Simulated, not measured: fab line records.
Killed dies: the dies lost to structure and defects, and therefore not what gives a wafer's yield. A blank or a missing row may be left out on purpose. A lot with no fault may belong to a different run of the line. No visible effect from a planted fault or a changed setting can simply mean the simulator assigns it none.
Problem report, 8D (eight disciplines) form, completed by code ; flow n5 finfet ; the parts of the form that need people (team, actions taken, sign-off) are left out

## 1. WHAT WENT WRONG
A mean of 315.3 W is read at N5_FIN_SAQP_MANDREL_ETCH_58 for rf fwd power W, taken on 1 wafer of 1 lot, against 794.1 W (standard deviation 2.7) on wafers free of any fault. That is -99 or more standard deviations from the usual mean.
The step: etches a-Si in HBr/Cl2, stops on SiNx, target depth 45 nm, bt time 10 s, time 27 s.
First seen on wafer L281.2, day 3 07:11, on rie si-02. At this step, 25 wafers from 9 lots have a number in the record. Rule for "out", or "out of limits": more than 4 standard deviations from the usual mean. The other wafers with a number count as sound.

## 2. WHAT THIS IS AND IS NOT
question;is;is not
which readings at this step;rf fwd power W;chamber pressure mTorr, drypump motor current A, oes product au, throttle valve pct
which lots;L281;L277, L278, L290, L292, L293, L295, L296, L297
which wafers of those lots;L281.2;L281.3, L281.5
read on which tools;rie si-02;rie si-01, rie si-06
when;from day 3 07:11;"up to then (7 sound wafers); but 17 sound wafers of L290, L292, L293, L295, L296, L297 came after"

## 3. THE SUSPECTS, EACH WITH WHAT RULES IT OUT
Counting: if a tool at a process step up to the reading ran every lot that is out, it stays a suspect. Sound lots after the first of them don't rule it out here, since some wafers of a struck lot are sound.
- rie diel-06 at N5_FIN_SAQP_ETCH_52 (etches SOC in N2/H2, target depth 100 nm, overetch 20 nm, time 150 s): kept. The lot that is out, L281, ran on it at day 3 04:13; the last sound lot it ran before that was L277, at day 2 05:20.
- rie si-02 at N5_FIN_SAQP_MANDREL_ETCH_58 (etches a-Si in HBr/Cl2, stops on SiNx, target depth 45 nm, bt time 10 s, time 27 s): kept. The lot that is out, L281, ran on it at day 3 07:11; the last sound lot it ran before that was L278, at day 2 15:17. On those wafers its own readings are out: rf fwd power W.
- At N5_FIN_SAQP_ETCH_52 on rie diel-06, chamber 2 took the sound wafers of the same lots and chamber 3 took the wafers that are out.
- At N5_FIN_SAQP_MANDREL_ETCH_58 on rie si-02, chamber 0 took the sound wafers of the same lots and chamber 2 took the wafers that are out.
What counting leaves: rie diel-06 at N5_FIN_SAQP_ETCH_52 and rie si-02 at N5_FIN_SAQP_MANDREL_ETCH_58.

## 4. THE CAUSE (what the simulator had put in)
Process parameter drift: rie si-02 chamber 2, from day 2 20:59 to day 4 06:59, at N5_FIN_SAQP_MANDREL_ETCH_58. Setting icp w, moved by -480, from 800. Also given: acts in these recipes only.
Counting leaves 2 suspects; this tool is one of them.

## 5. THE CHAIN OF EFFECTS, in route order
Each row: a reading where the mean over the struck wafers with a number is more than 3 standard deviations away from the usual. Scope: only readings with a usual standard deviation given in the record; hours: median across lots of the time from each lot's start at the first step in this table that gives one to its start at this step; sigmas: change in usual standard deviations.
hours;step;reading;usual;on struck wafers;change;sigmas
0;N5_FIN_SAQP_MANDREL_ETCH_58;rf fwd power W;794.1 W;315.3;-478.8;-99 or more
The process steps in it:
- N5_FIN_SAQP_MANDREL_ETCH_58: etches a-Si in HBr/Cl2, stops on SiNx, target depth 45 nm, bt time 10 s, time 27 s.
Later steps that measure or inspect, where all struck wafers having a row at the step show a number for every such reading and not one has moved that far: N5_BEOL_M4_RC_MEAS_101.

## 6. WHAT WOULD HAVE CAUGHT IT SOONER
The fault began at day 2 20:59; the first out-of-limits reading in this record came at day 3 07:11, 10 hours later.
